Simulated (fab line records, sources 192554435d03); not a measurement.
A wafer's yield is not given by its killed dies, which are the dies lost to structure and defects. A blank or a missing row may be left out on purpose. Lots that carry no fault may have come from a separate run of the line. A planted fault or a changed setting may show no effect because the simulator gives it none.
fab line records	flow n5Finfet
[record] lots = 7	wafers = 21
route steps=1938 shown BEOL_M7@1299 BEOL_M8@1349 BEOL_M9@1401 BEOL_M10@1499
startH: hours from the record's opening day to when the first of the lot's shown wafers began	waitH: hours from the lot's prior step to this one	" repeats the value in the row above	L1.1+2: a single row standing in for several wafers	- no value present, or no start provided	* or withheld: withheld	< > ~ a bound
route shown NAME@n: NAME is a module with steps in the file, n the number in the route of the first one	usual: mean/standard deviation of fault-free wafers	same: alike in all rows	chamber/n: place in a boat	sites: each site's reading	_std_site: standard deviation of those values	_edge_site: outer sites' mean less inner sites'	radiusMm: for every site, how far away it sits from the centre of the wafer	mask NAME#n: copy n	behind: the most recent tool/chamber to have shaped the wafer	hold: why the lot went on hold/how many hours it stayed there/how the hold came to an end	device: whichever transistor did not switch (one of n, p or np)	end of line: tests run on the same wafers once the route is complete	step lacking rows: just its recipe	killed: count of dies lost to structure and defects at first sort (not the wafer's yield)	map: dies across one wafer; x = killed, . = not, _ = none there
set.NAME: the run value of the setting; set.NAME@STEP: its run value at that earlier step	model.NAME: the simulator's own value behind a step, which no gauge read
lots with deliberately changed settings; one table per step, one row per wafer
[[steps]]
[step N5_BEOL_M7_DESCUM_33]
[recipe] chemistry = O2	timeS = 7	sourcePowerW = 50	biasPowerW = 20	pressureMtorr = 20	rfFrequencyHz = 2.712e+07	tempC = 40	resist = CAR-EUV	o2FlowSccm = 225
lot.wafer	tool	chamber	startH	waitH	set.timeS	model.CAR-EUV_of_BEOL_M7_COAT_22.thkNm
L074.2+5+6	rieDiel-04	3,2,1	190.10	0.0	7	26
L082.1+5	rieDiel-04	2	263.51	0.3	7	26
L082.3	"	1	"	"	5.501	26.8
L089.2	rieDiel-04	0	286.19	0.0	7	26
L089.3+5	"	2,0	"	"	6.447	26.4
L090.3+5+6	rieDiel-06	3,2,3	289.06	0.0	7	26.2
L093.1+4+6	rieDiel-04	3,2,1	322.65	0.0	7	26.2
L094.1+3+4	rieDiel-02	3,0,0	339.65	0.0	7	26
L097.1	rieDiel-02	3	346.97	0.1	7	26.2
L097.3+4	"	2,0	"	"	7	26
[step N5_BEOL_M7_ETCH_72]
[recipe] chemistry = N2/H2	target = underlayer	targetDepthA = 65	maskMaterial = CAR-EUV	timeS = 5.2	ionEnergyEv = 200	pressureMtorr = 30	sourceW = 840	biasW = 150	n2FlowSccm = 200	h2FlowSccm = 200	ends = cleared
lot.wafer	tool	chamber	startH	waitH	set.timeS@BEOL_M7_DESCUM_33	model.CAR-EUV_of_BEOL_M7_COAT_22.thkNm
L074.2	rieDiel-04	3	190.13	0.0	7	20
L074.5	"	2	"	"	7	20.2
L074.6	"	1	"	"	7	20.4
L082.1+5	rieDiel-04	2	263.55	0.0	7	20.2
L082.3	"	1	"	"	5.501	21.2
L089.2	rieDiel-04	0	286.22	0.0	7	20.4
L089.3	"	2	"	"	6.447	20.6
L089.5	"	0	"	"	6.447	20.8
L090.3	rieDiel-06	3	289.09	0.0	7	20.6
L090.5+6	"	2,3	"	"	7	20.4
L093.1	rieDiel-04	3	322.69	0.0	7	20.2
L093.4	"	2	"	"	7	20.4
L093.6	"	1	"	"	7	20.6
L094.1+3	rieDiel-02	3,0	339.68	0.0	7	20.2
L094.4	"	0	"	"	7	20.4
L097.1+4	rieDiel-02	3,0	347.01	0.0	7	20.4
L097.3	"	2	"	"	7	20.2
[step N5_BEOL_M7_TRENCH_ETCH_37]
[recipe] chemistry = C4F6/O2	targetDepthA = 934.78	target = SiCOH_lowk	timeS = 31.2	ionEnergyEv = 250	pressureMtorr = 30	sourceW = 345	biasW = 185	Ar_flow_sccm = 300	C4F6_flow_sccm = 10	O2_flow_sccm = 10
lot.wafer	tool	chamber	startH	waitH	set.timeS	set.targetThkA@BEOL_M7_HM_DEP_02	model.BEOL_M7.featureDepthNm	model.etch.depthNm	model.TiN_of_BEOL_M7_HM_DEP_02.thkNm
L074.2	rieDiel-04	3	-	-	31.2	200	91.8	91.73	17
L074.5	"	2	"	"	34.67	200	101	101	16.8
L074.6	"	1	"	"	31.2	218.8	88.8	88.89	19.4
L082.1	rieDiel-04	2	-	-	31.2	200	92.8	92.77	17.8
L082.3	"	1	"	"	31.2	200	92	91.96	17.4
L082.5	"	2	"	"	31.2	200	91.8	91.72	17.2
L089.2	rieDiel-04	0	-	-	35.67	219.4	104	104.1	19.2
L089.3	"	2	"	"	31.2	200	91.4	91.47	17.2
L089.5	"	0	"	"	35.67	219.4	103.8	103.8	19.2
L090.3	rieDiel-06	3	-	-	31.2	200	92	91.94	17.4
L090.5	"	2	"	"	27.9	184	85.2	85.22	16
L090.6	"	3	"	"	31.2	200	92.4	92.39	17.2
L093.1	rieDiel-04	3	-	-	31.2	200	93.8	93.7	17.8
L093.4	"	2	"	"	31.2	177.5	90.4	90.45	14.8
L093.6	"	1	"	"	31.2	200	91.6	91.58	17
L094.1	rieDiel-02	3	-	-	31.2	208.1	92.6	92.7	18
L094.3	"	0	"	"	31.2	208.1	96.8	96.75	17.6
L094.4	"	0	"	"	26.46	208.1	82.4	82.33	18.2
L097.1	rieDiel-02	3	-	-	31.2	200	93	93	17.2
L097.3	"	2	"	"	31.2	200	94.4	94.47	17.4
L097.4	"	0	"	"	31.2	200	96.8	96.78	16.8
[step N5_BEOL_M7_ETCH_41]
[recipe] chemistry = CH3F/O2	target = SiCN	targetDepthA = 319	taperDeg = 2	timeS = 57.8	ionEnergyEv = 120	maskMaterial = TiN	pressureMtorr = 30	sourceW = 395	biasW = 75	Ar_flow_sccm = 150	CH3F_flow_sccm = 30	O2_flow_sccm = 20
[step N5_BEOL_M7_STRIP_80]
[recipe] chemistry = N2/H2	timeS = 10	powerW = 450	tempC = 40	pressureMtorr = 20	rfFrequencyHz = 6e+07	biasPowerW = 7	n2FlowSccm = 200	h2FlowSccm = 200
[step N5_BEOL_M7_OCD_MEAS_38]
[usual] trenchDepthNm = 93.2/2.4
lot.wafer	tool	chamber	startH	waitH	set.timeS@BEOL_M7_TRENCH_ETCH_37	trenchDepthNm
L074.2	ocd-02	-	190.53	-	31.2	91.5
L074.5	"	-	"	"	34.67	100.5
L074.6	"	-	"	"	31.2	88.7
L082.1	ocd-02	-	263.94	-	31.2	92.2
L082.3	"	-	"	"	31.2	92.1
L082.5	"	-	"	"	31.2	92.0
L089.2	ocd-02	-	286.62	-	35.67	104.2
L089.3	"	-	"	"	31.2	91.8
L089.5	"	-	"	"	35.67	103.9
L090.3	ocd-02	-	289.49	-	31.2	91.9
L090.5	"	-	"	"	27.9	85.4
L090.6	"	-	"	"	31.2	92.9
L093.1	ocd-01	-	323.08	-	31.2	93.8
L093.4	"	-	"	"	31.2	90.0
L093.6	"	-	"	"	31.2	91.2
L094.1	ocd-02	-	340.08	-	31.2	92.7
L094.3	"	-	"	"	31.2	96.6
L094.4	"	-	"	"	26.46	82.3
L097.1	ocd-02	-	347.40	-	31.2	93.5
L097.3	"	-	"	"	31.2	94.4
L097.4	"	-	"	"	31.2	96.9
[step N5_BEOL_M7_HM_STRIP_39]
[recipe] chemistry = peroxideTinStrip	material = TiN	targetDepthA = 250	tempC = 50	timeS = 158
[step N5_BEOL_M7_SRD_40]
[recipe] timeS = 30	tempC = 23	rinseLiquid = diw	dry = ipaMarangoni
[step N5_BEOL_M7_ECD_50]
[recipe] material = Cu	targetThkA = 3000
[step N5_BEOL_M7_ANNEAL_51]
[recipe] tempC = 225	timeS = 90	ambient = N2
[step N5_BEOL_M7_CMP_52]
[recipe] stopOn = SiCOH_lowk	tOverpolishS = 6.9	downForcePsi = 1	platenRpm = 50	clearingPlatenDownForcePsi = 1.5	clearingPlatenRpm = 50	postCmpClean = cuAlkaline	targetThkNm = 80	clearingPlatenPadVelocityMS = 0.99484	padVelocityMS = 0.99484
lot.wafer	tool	chamber	startH	waitH	set.timeS@BEOL_M7_TRENCH_ETCH_37	model.Cu_of_BEOL_M7_ECD_50.thkNm
L074.2	cmp-01	2	192.83	0.2	31.2	75.4
L074.6	"	1	"	"	31.2	74
L074.5	"	2	"	"	34.67	84.4
L082.3	cmp-01	0	266.75	0.2	31.2	77.6
L082.1	"	1	"	"	31.2	81.2
L082.5	"	3	"	"	31.2	79.2
L089.3	cmp-02	3	288.30	0.2	31.2	77
L089.2	"	0	"	"	35.67	91.2
L089.5	"	3	"	"	35.67	90.6
L090.3	cmp-03	1	291.63	0.2	31.2	79.2
L090.6	"	3	"	"	31.2	81
L090.5	"	0	"	"	27.9	73.8
L093.4+1	cmp-02	0,2	325.32	0.2	31.2	81
L093.6	"	3	"	"	31.2	79.8
L094.1	cmp-02	0	342.03	0.4	31.2	78
L094.3	"	1	"	"	31.2	80.8
L094.4	"	2	"	"	26.46	67.6
L097.1+3	cmp-02	3,1	350.46	0.3	31.2	80.2
L097.4	"	0	"	"	31.2	85.6
[step N5_BEOL_M7_THK_MEAS_53]
[recipe] thkMeasGauge = xrf	reads = Cu_of_BEOL_M7_ECD_50
[usual] M7_THK = 79.2/2.8
lot.wafer	tool	chamber	startH	waitH	set.timeS@BEOL_M7_TRENCH_ETCH_37	M7_THK[nm]
L074.2	filmMetro-02	-	193.09	-	31.2	75.1
L074.5	"	-	"	"	34.67	84.2
L074.6	"	-	"	"	31.2	74.2
L082.1	filmMetro-01	-	267.00	-	31.2	80.4
L082.3	"	-	"	"	31.2	77.3
L082.5	"	-	"	"	31.2	78.7
L089.2	filmMetro-02	-	288.56	-	35.67	90.1
L089.3	"	-	"	"	31.2	76.5
L089.5	"	-	"	"	35.67	89.6
L090.3	filmMetro-01	-	291.85	-	31.2	77.9
L090.5	"	-	"	"	27.9	72.4
L090.6	"	-	"	"	31.2	79.4
L093.1	filmMetro-02	-	325.58	-	31.2	80.4
L093.4	"	-	"	"	31.2	80.3
L093.6	"	-	"	"	31.2	79.3
L094.1	filmMetro-02	-	342.29	-	31.2	76.6
L094.3	"	-	"	"	31.2	79.5
L094.4	"	-	"	"	26.46	66.5
L097.1	filmMetro-01	-	350.75	-	31.2	79.6
L097.3	"	-	"	"	31.2	79.9
L097.4	"	-	"	"	31.2	85.2
[step N5_BEOL_M7_PRE_CLEAN_55]
[recipe] gas = NH3	timeS = 15	tempC = withheld	rfPowerW = 300
[step N5_BEOL_M7_DEP_56]
[recipe] material = SiCN	targetThkA = 100	tempC = withheld	precursor = 3MS/NH3	pressureTorr = 3	rfW = 202	timeS = 17.5
[step N5_BEOL_M7_RS_MEAS_57]
[recipe] thkMeasGauge = four-point-probe	reads = Cu_of_BEOL_M7_ECD_50+Co_of_BEOL_M7_CVD_78+TaN_of_BEOL_M7_ALD_77
[usual] M7_RS = 0.286/0.013
lot.wafer	tool	chamber	startH	waitH	set.timeS@BEOL_M7_TRENCH_ETCH_37	M7_RS[ohm/sq]
L074.2	filmMetro-01	-	193.22	0.1	31.2	0.307
L074.5	"	-	"	"	34.67	0.268
L074.6	"	-	"	"	31.2	0.313
L082.1	filmMetro-01	-	267.14	0.1	31.2	0.281
L082.3	"	-	"	"	31.2	0.296
L082.5	"	-	"	"	31.2	0.290
L089.2	filmMetro-02	-	288.69	0.1	35.67	0.246
L089.3	"	-	"	"	31.2	0.299
L089.5	"	-	"	"	35.67	0.247
L090.3	filmMetro-01	-	291.98	0.1	31.2	0.289
L090.5	"	-	"	"	27.9	0.314
L090.6	"	-	"	"	31.2	0.282
L093.1	filmMetro-02	-	325.71	0.1	31.2	0.281
L093.4	"	-	"	"	31.2	0.282
L093.6	"	-	"	"	31.2	0.287
L094.1	filmMetro-02	-	342.42	0.1	31.2	0.296
L094.3	"	-	"	"	31.2	0.282
L094.4	"	-	"	"	26.46	0.349
L097.1	filmMetro-02	-	350.88	0.1	31.2	0.285
L097.3	"	-	"	"	31.2	0.285
L097.4	"	-	"	"	31.2	0.265
[step N5_BEOL_M8_ETCH_61]
[recipe] chemistry = CF4	target = SiARC	targetDepthA = 455	maskMaterial = CAR-ArF	timeS = 75.8	ionEnergyEv = 80	pressureMtorr = 40	sourceW = 545	biasW = 36	Ar_flow_sccm = 100	cf4FlowSccm = 100	ends = cleared
[usual] rfVppV = 184.6/1.3
lot.wafer	tool	chamber	startH	waitH	set.biasW	rfVppV
L074.2	rieDiel-01	2	200.01	0.0	38.38	193.1
L074.5	"	2	"	"	38.38	194.1
L074.6	"	1	"	"	36	184.2
L082.1	rieDiel-03	1	272.68	0.0	36	185.9
L082.3	"	3	"	"	36	185.4
L082.5	"	0	"	"	36	182.4
L089.2	rieDiel-03	2	290.62	0.0	36	184.6
L089.3	"	1	"	"	41.98	205.4
L089.5	"	1	"	"	41.98	204.4
L090.3	rieDiel-03	2	296.02	0.0	41.47	203.4
L090.5	"	0	"	"	36	183.2
L090.6	"	3	"	"	41.47	203.7
L093.1	rieDiel-03	0	329.68	0.0	36	182.2
L093.4	"	1	"	"	36	185.6
L093.6	"	2	"	"	39.38	195.8
L094.1	rieDiel-05	1	344.44	0.0	36	182.4
L094.3	"	0	"	"	32.88	173.3
L094.4	"	2	"	"	32.88	172.0
L097.1	rieDiel-03	3	352.56	0.0	36	185.8
L097.3	"	1	"	"	36	185.8
L097.4	"	0	"	"	36	181.0
[step N5_BEOL_M8_COAT_71]
[recipe] resist = underlayer	tempC = 205	timeS = 60	spinRpm = 1500	resistThkNm = 5
lot.wafer	tool	chamber	startH	waitH	set.spinRpm
L074.2+5	lithoTrack-04	0	-	-	1500
L074.6	"	0	"	"	1587
L082.1	lithoTrack-05	0	-	-	1667
L082.3+5	"	0	"	"	1500
L089.2+3	lithoTrack-04	0	-	-	1500
L089.5	"	0	"	"	1612
L090.3	lithoTrack-01	0	-	-	1591
L090.5+6	"	0	"	"	1500
L093.1+6	lithoTrack-01	0	-	-	1565
L093.4	"	0	"	"	1500
L094.1+4	lithoTrack-01	0	-	-	1626
L094.3	"	0	"	"	1500
L097.1+3+4	lithoTrack-05	0	-	-	1500
[step N5_BEOL_M8_COAT_22]
[recipe] resist = CAR-EUV	spinRpm = 1500	resistThkNm = 30
[step N5_BEOL_M8_EBR_24]
[recipe] solvent = PGMEA	ebrWidthMm = 1.5
[step N5_BEOL_M8_DESCUM_33]
[recipe] chemistry = O2	timeS = 7	sourcePowerW = 50	biasPowerW = 20	pressureMtorr = 20	rfFrequencyHz = 2.712e+07	tempC = 40	resist = CAR-EUV	o2FlowSccm = 225
[step N5_BEOL_M8_ETCH_72]
[recipe] chemistry = N2/H2	target = underlayer	targetDepthA = 65	maskMaterial = CAR-EUV	timeS = 5.2	ionEnergyEv = 200	pressureMtorr = 30	sourceW = 840	biasW = 150	n2FlowSccm = 200	h2FlowSccm = 200	ends = cleared
lot.wafer	tool	chamber	startH	waitH	set.spinRpm@BEOL_M8_COAT_71	model.etch.depthNm
L074.2	rieDiel-01	1	202.48	0.0	1500	5.029
L074.5	"	0	"	"	1500	5.015
L074.6	"	1	"	"	1587	4.89
L082.1	rieDiel-05	3	276.76	0.0	1667	4.755
L082.3	"	1	"	"	1500	5.01
L082.5	"	0	"	"	1500	4.996
L089.2	rieDiel-01	1	295.76	0.0	1500	5.004
L089.3	"	2	"	"	1500	5.009
L089.5	"	3	"	"	1612	4.822
L090.3	rieDiel-01	0	297.76	0.0	1591	4.866
L090.5	"	1	"	"	1500	5.005
L090.6	"	0	"	"	1500	5.009
L093.1	rieDiel-03	2	331.23	0.0	1565	4.915
L093.4	"	0	"	"	1500	5.007
L093.6	"	3	"	"	1565	4.894
L094.1	rieDiel-03	1	347.03	0.0	1626	4.807
L094.3	"	0	"	"	1500	5.021
L094.4	"	0	"	"	1626	4.805
L097.1	rieDiel-03	1	353.49	0.0	1500	5
L097.3	"	0	"	"	1500	5.016
L097.4	"	3	"	"	1500	5.005
[step N5_BEOL_M9_ILD_DEP_00]
[recipe] material = SiCOH_lowk	targetThkA = 3085.1	tempC = 300	precursor = DEMS/porogen	pressureTorr = 5	rfW = 500	timeS = 58
lot.wafer	tool	chamber	startH	waitH	set.timeS	model.SiCOH_lowk_of_BEOL_M9_ILD_DEP_00.thkNm
L074.2	pecvd-02	0	205.70	0.0	62.06	328.8
L074.5	"	1	"	"	58	309.8
L074.6	"	2	"	"	62.06	323
L082.1	pecvd-01	0	280.45	0.0	58	318
L082.3	"	1	"	"	51.94	280.2
L082.5	"	2	"	"	51.94	282.6
L089.2	pecvd-01	1	299.01	0.0	58	308.6
L089.3	"	0	"	"	58	315
L089.5	"	0	"	"	58	319.8
L090.3	pecvd-04	2	300.23	0.0	54.35	285.2
L090.5	"	2	"	"	54.35	293.4
L090.6	"	0	"	"	58	314.4
L093.1	pecvd-04	0	335.17	0.0	65.74	348
L093.4	"	0	"	"	58	317.8
L093.6	"	1	"	"	65.74	355.4
L094.1	pecvd-02	2	350.95	0.0	58	301.6
L094.3	"	1	"	"	58	301.8
L094.4	"	0	"	"	55.68	297.2
L097.1	pecvd-01	1	357.71	0.0	58	307
L097.3	"	2	"	"	58	298
L097.4	"	1	"	"	58	311.6
[step N5_BEOL_M9_CURE_71]
[recipe] tempC = 385	timeS = 240	ambient = He/Ar	material = SiCOH_lowk
lot.wafer	tool	chamber	startH	waitH	set.timeS@BEOL_M9_ILD_DEP_00	model.SiCOH_lowk_of_BEOL_M9_ILD_DEP_00.thkNm
L074.2	uvCure-02	1	205.86	0.1	62.06	286
L074.5	"	1	"	"	58	269.2
L074.6	"	1	"	"	62.06	280.8
L082.1	uvCure-02	1	280.53	0.0	58	276.4
L082.3	"	1	"	"	51.94	243
L082.5	"	1	"	"	51.94	245.2
L089.2	uvCure-02	2	299.24	0.2	58	268.2
L089.3	"	2	"	"	58	273.6
L089.5	"	2	"	"	58	278
L090.3	uvCure-01	2	300.46	0.2	54.35	247.6
L090.5	"	2	"	"	54.35	254.8
L090.6	"	2	"	"	58	273.2
L093.1	uvCure-02	0	335.25	0.0	65.74	303
L093.4	"	0	"	"	58	276.2
L093.6	"	0	"	"	65.74	309.6
L094.1+3	uvCure-02	0	351.48	0.5	58	262
L094.4	"	0	"	"	55.68	258
L097.1	uvCure-01	0	357.78	0.0	58	266.8
L097.3	"	0	"	"	58	258.8
L097.4	"	0	"	"	58	270.8
[step N5_BEOL_M9_THK_MEAS_01]
[recipe] reads = SiCOH_lowk_of_BEOL_M9_ILD_DEP_00
[usual] M9_ILD_THK = 269/4.4
lot.wafer	tool	chamber	startH	waitH	set.timeS@BEOL_M9_ILD_DEP_00	M9_ILD_THK[nm]
L074.2	filmMetro-01	-	206.29	0.4	62.06	286
L074.5	"	-	"	"	58	269
L074.6	"	-	"	"	62.06	281
L082.1	filmMetro-01	-	281.04	0.4	58	276
L082.3	"	-	"	"	51.94	243
L082.5	"	-	"	"	51.94	245
L089.2	filmMetro-01	-	300.08	0.7	58	268
L089.3	"	-	"	"	58	274
L089.5	"	-	"	"	58	278
L090.3	filmMetro-01	-	300.82	0.3	54.35	248
L090.5	"	-	"	"	54.35	255
L090.6	"	-	"	"	58	273
L093.1	filmMetro-02	-	335.76	0.4	65.74	303
L093.4	"	-	"	"	58	276
L093.6	"	-	"	"	65.74	310
L094.1	filmMetro-02	-	351.99	0.4	58	262
L094.3	"	-	"	"	58	262
L094.4	"	-	"	"	55.68	258
L097.1	filmMetro-01	-	358.30	0.4	58	267
L097.3	"	-	"	"	58	259
L097.4	"	-	"	"	58	271
[step N5_BEOL_M10_EXPOSE_25]
[recipe] maskId = V9	na = 1.35	sourceShape = annular	sigmaInner = 0.5	sigmaOuter = 0.8	polarization = unpolarized	doseMj = 85.5
lot.wafer	tool	chamber	startH	waitH	mask	set.doseMj
L074.2+6	arfiScanner-03	0	218.82	-	V9#0	91.55
L074.5	"	0	"	"	V9#0	85.5
L082.1+3+5	arfiScanner-02	0	294.33	-	V9#0	85.5
L089.2+3+5	arfiScanner-03	0	308.87	-	V9#0	85.5
L090.3+5+6	arfiScanner-02	0	312.49	-	V9#0	85.5
L093.1+6	arfiScanner-02	0	349.14	-	V9#0	89.61
L093.4	"	0	"	"	V9#0	85.5
L094.1+3+4	arfiScanner-01	0	365.11	-	V9#0	82.06
L097.1+3+4	arfiScanner-02	0	375.01	-	V9#0	85.5
[step N5_BEOL_M10_PEB_26]
[recipe] pebTempC = withheld	pebTimeS = 60	resist = CAR-ArF
[step N5_BEOL_M10_DEVELOP_27]
[recipe] developTimeS = 30	developer = TMAH	resist = CAR-ArF	rinseLiquid = diw	dry = airSpin	devTempC = 23
[step N5_BEOL_M10_CD_MEAS_28]
[recipe] targetCdNm = 70	landingEnergyEv = 500	detector = seInlens	polarity = opening
[usual] cdNm = 70.3/1.1
lot.wafer	tool	chamber	startH	waitH	set.doseMj@BEOL_M10_EXPOSE_25	cdNm
L074.2	cdSem-02	0	218.94	-	91.55	78.0
L074.5	"	0	"	"	85.5	73.8
L074.6	"	0	"	"	91.55	77.4
L082.1	cdSem-03	0	294.46	-	85.5	71.5
L082.3	"	0	"	"	85.5	71.0
L082.5	"	0	"	"	85.5	71.8
L089.2	cdSem-03	0	308.99	-	85.5	71.2
L089.3	"	0	"	"	85.5	71.1
L089.5	"	0	"	"	85.5	70.6
L090.3	cdSem-03	0	312.61	-	85.5	70.6
L090.5	"	0	"	"	85.5	71.3
L090.6	"	0	"	"	85.5	70.1
L093.1	cdSem-03	0	349.27	-	89.61	76.3
L093.4	"	0	"	"	85.5	71.3
L093.6	"	0	"	"	89.61	75.3
L094.1	cdSem-03	0	365.24	-	82.06	65.4
L094.3	"	0	"	"	82.06	66.5
L094.4	"	0	"	"	82.06	66.8
L097.1	cdSem-03	0	375.14	-	85.5	69.9
L097.3	"	0	"	"	85.5	72.0
L097.4	"	0	"	"	85.5	70.4
[step N5_BEOL_M10_TRENCH_ETCH_37]
[recipe] chemistry = C4F6/O2	targetDepthA = 1488.3	target = SiCOH_lowk	timeS = 48	ionEnergyEv = 250	pressureMtorr = 30	sourceW = 345	biasW = 185	Ar_flow_sccm = 300	C4F6_flow_sccm = 10	O2_flow_sccm = 10
lot.wafer	tool	chamber	startH	waitH	set.timeS	model.BEOL_M10.featureDepthNm	model.etch.depthNm
L074.2	rieDiel-01	3	-	-	48	147.4	147.4
L074.5	"	1	"	"	48	145.2	145.2
L074.6	"	0	"	"	48	147.6	147.6
L082.1	rieDiel-03	3	-	-	57.83	174.8	174.8
L082.3	"	0	"	"	57.83	177.4	177.3
L082.5	"	3	"	"	48	141.6	141.6
L089.2	rieDiel-01	2	-	-	39.95	123.8	123.9
L089.3	"	0	"	"	39.95	122.2	122.1
L089.5	"	0	"	"	48	146.8	146.7
L090.3	rieDiel-01	0	-	-	48	149.4	149.5
L090.5	"	1	"	"	48	154.2	154.2
L090.6	"	0	"	"	48	149.2	149.2
L093.1	rieDiel-03	2	-	-	57.68	185.2	185.3
L093.4	"	0	"	"	57.68	176	175.9
L093.6	"	2	"	"	57.68	185.8	185.7
L094.1	rieDiel-05	0	-	-	48	146.8	146.8
L094.3	"	2	"	"	48	155.2	155.2
L094.4	"	1	"	"	48	146.4	146.3
L097.1	rieDiel-01	2	-	-	48	150.8	150.8
L097.3	"	1	"	"	48	154.2	154.3
L097.4	"	0	"	"	48	147.6	147.6
[[key]]
[split] step = N5_BEOL_M7_DESCUM_33	setting = timeS	stated = 7	by = wafer
[response] step = N5_BEOL_M7_DESCUM_33	reading = model.CAR-EUV_of_BEOL_M7_COAT_22.thkNm	change = -0.0389	per = 1%	r = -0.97
[response] step = N5_BEOL_M7_ETCH_72	reading = model.CAR-EUV_of_BEOL_M7_COAT_22.thkNm	change = -0.0457	per = 1%	r = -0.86
[split] step = N5_BEOL_M7_TRENCH_ETCH_37	setting = timeS	stated = 31.2	by = wafer
[response] step = N5_BEOL_M7_TRENCH_ETCH_37	reading = model.BEOL_M7.featureDepthNm	change = +0.832	per = 1%	r = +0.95
[response] step = N5_BEOL_M7_TRENCH_ETCH_37	reading = model.etch.depthNm	change = +0.833	per = 1%	r = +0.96
[response] step = N5_BEOL_M7_OCD_MEAS_38	reading = trenchDepthNm	change = +0.824	per = 1%	r = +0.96
[response] step = N5_BEOL_M7_CMP_52	reading = model.Cu_of_BEOL_M7_ECD_50.thkNm	change = +0.823	per = 1%	r = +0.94
[response] step = N5_BEOL_M7_THK_MEAS_53	reading = M7_THK	change = +0.803	per = 1%	r = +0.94
[response] step = N5_BEOL_M7_RS_MEAS_57	reading = M7_RS	change = -0.00362	per = 1%	r = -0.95
[split] step = N5_BEOL_M8_ETCH_61	setting = biasW	stated = 36	by = wafer
[response] step = N5_BEOL_M8_ETCH_61	reading = rfVppV	change = +1.27	per = 1%	r = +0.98
[split] step = N5_BEOL_M8_COAT_71	setting = spinRpm	stated = 1500	by = wafer
[response] step = N5_BEOL_M8_ETCH_72	reading = model.etch.depthNm	change = -0.0236	per = 1%	r = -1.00
[split] step = N5_BEOL_M9_ILD_DEP_00	setting = timeS	stated = 58	by = wafer
[response] step = N5_BEOL_M9_ILD_DEP_00	reading = model.SiCOH_lowk_of_BEOL_M9_ILD_DEP_00.thkNm	change = +2.87	per = 1%	r = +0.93
[response] step = N5_BEOL_M9_CURE_71	reading = model.SiCOH_lowk_of_BEOL_M9_ILD_DEP_00.thkNm	change = +2.53	per = 1%	r = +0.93
[response] step = N5_BEOL_M9_THK_MEAS_01	reading = M9_ILD_THK	change = +2.55	per = 1%	r = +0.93
[split] step = N5_BEOL_M10_EXPOSE_25	setting = doseMj	stated = 85.5	by = wafer
[response] step = N5_BEOL_M10_CD_MEAS_28	reading = cdNm	change = +0.669	per = 1%	r = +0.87
[split] step = N5_BEOL_M10_TRENCH_ETCH_37	setting = timeS	stated = 48	by = wafer
[response] step = N5_BEOL_M10_TRENCH_ETCH_37	reading = model.BEOL_M10.featureDepthNm	change = +1.58	per = 1%	r = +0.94
[response] step = N5_BEOL_M10_TRENCH_ETCH_37	reading = model.etch.depthNm	change = +1.57	per = 1%	r = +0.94
split outsideThisFile step=N5_BEOL_M7_HM_DEP_02 setting=targetThkA
// split outsideThisFile: this setting was split too, and the file shows its column; the key of that split is in another file
